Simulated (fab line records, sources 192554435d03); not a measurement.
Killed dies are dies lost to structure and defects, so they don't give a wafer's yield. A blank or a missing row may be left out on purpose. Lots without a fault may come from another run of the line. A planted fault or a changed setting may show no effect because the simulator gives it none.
fab line records | flow n5_finfet
record lots=4 wafers=12 last_day=17
route steps=1938 shown BEOL_M10@1532 BEOL_M11@1536 PASSIVATION@1936
lots that met no fault: from a run of the same line without faults
start_h: hours from the record's first day to the start of the lot's first wafer shown | wait_h: hours since the lot's step before | " the same as in the row above | L1.1+2: a row that stands for several wafers | - no value, or no start given | * or withheld: withheld | < > ~ a bound
route shown NAME@n: a module of which the file shows steps, and the number in the route of the first | usual: mean/standard deviation of fault-free wafers | same: alike in all rows | chamber/n: place in a boat | sites: the reading at each site | _std_site: their standard deviation | _edge_site: outer sites' mean less inner sites' | radius_mm: how far each site lies from the wafer's centre | mask NAME#n: copy n | behind: the tool/chamber that last shaped the wafer | hold: why the lot was held/for how many hours/how that ended | device: the transistor (n, p or np) that didn't switch | end of line: the same wafers' tests at the end of the route | a step without rows: its recipe alone | killed: dies lost to structure and defects at the first sort, not the wafer's yield | map: a wafer's dies, x killed, . not, _ none there
set.NAME: the setting as run; set.NAME@STEP: as run at that earlier step | model.NAME: the simulator's own value behind a step, which no gauge read
lots at some steps of the route; a table a step, a row a wafer
services: from which hour (start_h, from the record's first day; less than 0 if before it) a tool's chamber was out of use, for how many hours, and why
## steps
# step N5_BEOL_M10_PRE_CLEAN_55
# recipe gas=NH3 time_s=15 temp_c=withheld rf_power_w=300
# step N5_BEOL_M10_DEP_56
# recipe material=SiCN target_thk_a=150 temp_c=withheld precursor=3MS/NH3 pressure_torr=3 rf_w=202 time_s=26.5
# step N5_BEOL_M11_ILD_DEP_00
# recipe material=SiCOH_lowk target_thk_a=3085.1 temp_c=300 precursor=DEMS/porogen pressure_torr=5 rf_w=500 time_s=58
# step N5_BEOL_M11_CURE_71
# recipe temp_c=385 time_s=240 ambient=He/Ar material=SiCOH_lowk
# step N5_BEOL_M11_PECVD_70
# recipe material=SiO2 target_thk_a=200 temp_c=400 precursor=TEOS/O2 pressure_torr=5.5 rf_w=450 teos_flow_sccm=53.8 gas=O2 flow_sccm=3000 time_s=22.7
# step N5_BEOL_M11_HM_DEP_02
# recipe material=TiN target_thk_a=200 temp_c=25 chamber_pressure_pa=0.49996
# step N5_BEOL_M11_COAT_59
# recipe resist=SOC temp_c=250 time_s=60 spin_rpm=1500 resist_thk_nm=100
# step N5_BEOL_M11_COAT_60
# recipe resist=SiARC temp_c=220 time_s=60 spin_rpm=1500 resist_thk_nm=30
# step N5_BEOL_M11_COAT_05
# recipe resist=CAR-ArF spin_rpm=1500 resist_thk_nm=90
# usual spin_speed_rpm=1500.1/0.77
# columns lot.wafer tool chamber start_h wait_h spin_speed_rpm model.CAR-ArF_of_BEOL_M11_COAT_05.thk_nm
L416.3 litho_track-01 0 302.48 - 1500.5 90.2
L416.5 " 0 " " 1499.9 90
L416.6 " 0 " " 1500.9 90.6
L422.3 litho_track-01 0 325.77 - 2059.4 76.8
L422.4 " 0 " " 2058.6 77
L422.5 " 0 " " 2057.9 76.8
L426.2 litho_track-02 0 342.90 - 1501.7 90
L426.3 " 0 " " 1500.7 90
L426.4 " 0 " " 1500.3 90
L425.2 litho_track-01 0 346.46 - 2058.7 76.8
L425.3 " 0 " " 2058.4 76.8
L425.6 " 0 " " 2058.0 77
# step N5_BEOL_M11_EBR_07
# recipe solvent=PGMEA ebr_width_mm=1.5
# step N5_BEOL_M11_SOFTBAKE_06
# recipe temp_c=110 time_s=60 resist=CAR-ArF
# step N5_BEOL_M11_EXPOSE_08
# recipe mask_id=M11 na=1.35 source_shape=dipole sigma_inner=0.411 sigma_outer=0.611 polarization=te dose_mj=53.75
# step N5_BEOL_M11_PEB_09
# recipe peb_temp_c=withheld peb_time_s=60 resist=CAR-ArF
# step N5_BEOL_M11_DEVELOP_10
# recipe develop_time_s=30 developer=TMAH resist=CAR-ArF rinse_liquid=diw dry=air_spin dev_temp_c=23
# step N5_BEOL_M11_DESCUM_16
# recipe chemistry=O2 time_s=7.9 source_power_w=50 bias_power_w=20 pressure_mtorr=20 rf_frequency_hz=2.712e+07 temp_c=40 resist=CAR-ArF o2_flow_sccm=225
# step N5_BEOL_M11_ETCH_61
# recipe chemistry=CF4 target=SiARC target_depth_a=390 mask_material=CAR-ArF time_s=65 ion_energy_ev=80 pressure_mtorr=40 source_w=545 bias_w=36 Ar_flow_sccm=100 cf4_flow_sccm=100 ends=cleared
# usual drypump_motor_current_A=5.7/0.48 etch_rf_on_time_s=65.2/1.8 mfc_ar_sccm=100.00/0.28 oes_product_au=0.67/0.084 rf_vpp_V=184.3/1.3 showerhead_plenum_p_Torr=2.15/0.086 throttle_valve_pct=15.66/0.24
# columns lot.wafer tool chamber start_h wait_h drypump_motor_current_A etch_rf_on_time_s mfc_ar_sccm oes_product_au rf_hours_counter_h rf_vpp_V showerhead_plenum_p_Torr throttle_valve_pct model.CAR-ArF_of_BEOL_M11_COAT_05.thk_nm model.BEOL_M11.cd_offset_nm
L416.3 rie_diel-01 2 303.04 0.0 5.1 67.9 100.11 0.63 173 186.6 2.24 15.83 55.6 0.4
L416.5 " 1 " " 6.4 65.8 100.07 0.62 - 184.0 2.12 15.87 55.6 -0.2
L416.6 " 2 " " 5.1 67.3 100.22 0.63 - 184.5 2.24 15.84 56 0
L422.3 rie_diel-06 0 326.14 0.0 5.6 66.4 100.08 0.60 236 184.0 2.19 15.89 42.4 1
L422.4 " 2 " " 4.8 63.6 100.13 0.72 58 186.8 2.26 15.53 42.2 0.4
L422.5 " 1 " " 5.5 65.8 99.52 0.63 - 182.7 1.97 15.57 42.2 1
L426.2 rie_diel-04 0 343.26 0.0 5.3 66.6 99.40 0.60 229 184.8 2.20 15.79 55.4 -0.6
L426.3 " 2 " " 5.9 67.3 99.97 0.66 106 184.6 2.16 15.56 55.4 -0.4
L426.4 " 3 " " 6.0 66.4 99.89 0.75 25 185.4 2.19 15.30 55.4 -0.2
L425.2 rie_diel-04 1 346.85 0.0 5.5 62.4 99.50 0.83 14 183.8 2.18 15.63 42 1.2
L425.3 " 2 " " 5.8 66.8 100.17 0.67 106 184.2 2.16 15.55 42.2 1
L425.6 " 3 " " 6.0 66.3 99.59 0.75 - 183.4 2.19 15.31 42.4 0.8
# step N5_BEOL_M11_ETCH_62
# recipe chemistry=N2/H2 target=SOC target_depth_a=1100 overetch_a=220 mask_material=SiARC temp_c=40 time_s=165 ion_energy_ev=200 pressure_mtorr=30 source_w=840 bias_w=150 n2_flow_sccm=200 h2_flow_sccm=200
# step N5_BEOL_M11_STRIP_68
# recipe chemistry=N2/H2 temp_c=40 n2_flow_sccm=200 h2_flow_sccm=200 rf_frequency_hz=6e+07
# step N5_BEOL_M11_STRIP_67
# recipe chemistry=CF4 resist=SiARC power_w=300 bias_power_w=75 pressure_mtorr=50 cf4_flow_sccm=150 rf_frequency_hz=6e+07
# step N5_BEOL_M11_HM_OPEN_17
# recipe chemistry=Cl2/BCl3 target_depth_a=200 overetch_a=60 target=TiN mask_material=SOC ion_energy_ev=150 pressure_mtorr=10 icp_w=1000 bias_w=126 Cl2_flow_sccm=53.25 bcl3_flow_sccm=21.75 Ar_flow_sccm=25
# usual drypump_motor_current_A=5.9/0.37 mfc_ar_sccm=24.98/0.079 oes_product_au=0.63/0.078 throttle_valve_pct=22.23/0.23
# columns lot.wafer tool chamber start_h wait_h drypump_motor_current_A mfc_ar_sccm oes_product_au rf_hours_counter_h throttle_valve_pct model.BEOL_M11.cd_offset_nm
L416.3 rie_metal-01 1 303.34 0.1 5.9 25.07 0.58 - 22.00 0.2
L416.5 " 1 " " 5.9 24.98 0.58 - 22.01 0
L416.6 " 1 " " 6.0 24.96 0.59 - 22.00 -0.2
L422.3 rie_metal-01 1 326.40 0.1 6.0 24.97 0.59 - 22.00 1
L422.4 " 0 " " 6.1 25.07 0.82 - 22.16 0.6
L422.5 " 0 " " 6.1 24.97 0.83 - 22.18 0.8
L426.2 rie_metal-02 1 343.50 0.0 5.1 25.00 0.59 95 22.54 -0.8
L426.3 " 1 " " 5.1 24.91 0.59 - 22.55 -0.2
L426.4 " 0 " " 5.7 24.95 0.75 - 21.99 0
L425.2 rie_metal-02 0 347.09 0.0 5.7 25.03 0.74 12 21.99 1.8
L425.3 " 0 " " 5.7 25.00 0.75 - 21.99 1.4
L425.6 " 1 " " 5.1 25.06 0.59 - 22.55 0.8
# step N5_BEOL_M11_STRIP_19
# recipe chemistry=O2 power_w=400 temp_c=40 pressure_mtorr=30 rf_frequency_hz=6e+07 bias_power_w=0 overash_fraction=0.2 o2_flow_sccm=225
# step N5_PASSIVATION_PROBE_49
# usual defect_limited_yield=91.3/1.3 killed_at_M0_to_M3=35/9.3 killed_at_M4_up=14/5.2 killed_at_contacts=12/5.9 killed_at_front_end=38/11 killed_at_other=4/3.7 killed_dies=103/15 killed_open=67/12 killed_short=34/8 sort_bin_5_function=5.1/0.88 sort_bin_6_memory=3.3/0.65 sort_n_pass=1077/15 sort_yield_pct=91.3/1.3
# same gross_dies=1180 killed_at_back_side=0 sort_bin_4_leakage[%]=0 sort_bin_8_speed[%]=0
# columns lot.wafer tool chamber start_h wait_h defect_limited_yield[%] killed_at_M0_to_M3 killed_at_M4_up killed_at_contacts killed_at_front_end killed_at_other killed_dies killed_open killed_short sort_bin_5_function[%] sort_bin_6_memory[%] sort_n_pass sort_yield_pct[%]
L426.2 prober-01 - 397.88 0.1 92.4 33 8 9 33 7 90 59 30 4.2 3.3 1090 92.4
L426.3 prober-01 - 397.93 0.1 90.7 30 11 29 36 4 110 67 41 5.3 3.9 1070 90.7
# killed by level:class
L426.2 BEOL_M2:geometric_particle:open=12 STI_FIN_REVEAL:geometric_particle:open=8 DUMMY_GATE:geometric_particle:open=6 MOL_CONTACT_COAG:geometric_particle:open=6 FIN_SAQP:geometric_particle:short=5 BEOL_M0_SAQP:geometric_particle:short=5 BEOL_M1:geometric_particle:open=4 BEOL_M3:geometric_particle:open=4
L426.3 MOL_CONTACT_COAG:geometric_particle:open=23 GATE_CUT:geometric_particle:short=11 BEOL_M2:geometric_particle:open=11 STI_FIN_REVEAL:geometric_particle:open=6 BEOL_M4:geometric_particle:open=6 BEOL_M0_SAQP:geometric_particle:short=5 MOL_CONTACT_COAG:geometric_particle:short=5 FIN_SAQP:geometric_particle:short=4
## services
# columns tool chamber start_h hours kind
rie_metal-01 0 283.23 - clean
rie_metal-01 0 283.23 28.5 scheduled_down
rie_metal-01 0 283.23 28.5 vent_cycle
rie_diel-06 0 287.07 4.0 repair
rie_diel-01 1 288.75 1.8 repair
rie_diel-01 2 333.70 4.4 repair
rie_diel-01 3 341.29 5.2 repair
## key
first_sign step=N5_BEOL_M11_COAT_05 reading=spin_speed_rpm direction=up sigmas=99+ usual=* struck=*
effect none on later readings
model_effect step=N5_BEOL_M11_COAT_05 value=CAR-ArF_of_BEOL_M11_COAT_05.thk_nm without=90.07 struck=76.87
model_effect step=N5_BEOL_M11_ETCH_61 value=CAR-ArF_of_BEOL_M11_COAT_05.thk_nm without=55.43 struck=42.23
model_effect step=N5_BEOL_M11_HM_OPEN_17 value=BEOL_M11.cd_offset_nm without=0.2667 struck=1.067
met_at N5_BEOL_M11_COAT_05
struck_wafers L422.3,L422.4,L422.5,L425.2,L425.3,L425.6
onset_between 302.48 325.77
fault kind=process_parameter_drift tool=litho_track-01 chamber=- onset_h=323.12 steps=N5_BEOL_M11_COAT_05 channel=spin_rpm offset=* shape=step end_h=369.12 acts_in=* stated=*
